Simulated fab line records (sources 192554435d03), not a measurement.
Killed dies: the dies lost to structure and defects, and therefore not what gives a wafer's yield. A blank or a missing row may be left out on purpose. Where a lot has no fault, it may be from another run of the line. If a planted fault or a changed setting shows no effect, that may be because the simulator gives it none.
Matching of chambers ; flow n5Finfet ; N5_BEOL_M0_SAQP_MANDREL1_REMOVE_100 on rieSi-02: 4 sister chambers
The step chemistry HBr/Cl2/O2, target a-Si, stops on SiNx, bt time 10 s. 8 wafers are shown with their chamber, then 7 later ones without.

## EACH WAFER AND ITS CHAMBER
wafer;chamber;throttleValvePct (%);oesProductAu (a.u.)
L079.1;2;36.12;1.015
L079.4;3;36.27;0.987
L081.2;3;36.28;0.996
L084.3;1;36.80;0.964
L084.5;0;37.03;0.993
L084.6;1;36.80;0.966
L086.1;2;36.12;1.018
L086.3;0;37.03;0.995

## WAFERS WHOSE CHAMBER IS MISSING
wafer;throttleValvePct (%);oesProductAu (a.u.)
L086.5;36.12;1.017
L092.3;36.80;0.972
L092.5;36.10;1.023
L092.6;36.79;0.969
L096.2;36.30;0.989
L096.4;37.04;0.993
L096.6;36.12;1.010

## WHICH CHAMBER EACH WENT THROUGH
wafer;from the rows above;in truth
L086.5;2;2
L092.3;1;1
L092.5;2;2
L092.6;1;1
L096.2;3;3
L096.4;0;0
L096.6;2;2
Placed correctly: 7 of 7. Not placeable from these rows: 0. Number placed wrongly: 0.
How it was worked out, from the rows above alone: a wafer's distance from a chamber is the root of the sum, over the readings, of the square of ((its reading less the chamber's mean) divided by the reading's scatter). If the next closest chamber is less than 2 further off than the closest, the wafer can't be placed; otherwise it belongs to the closest. The mean given for a chamber averages the wafers shown for that chamber. The scatter: the root of (the sum of the squares of (reading less its chamber's mean) over the shown wafers, divided by (wafers less chambers)).
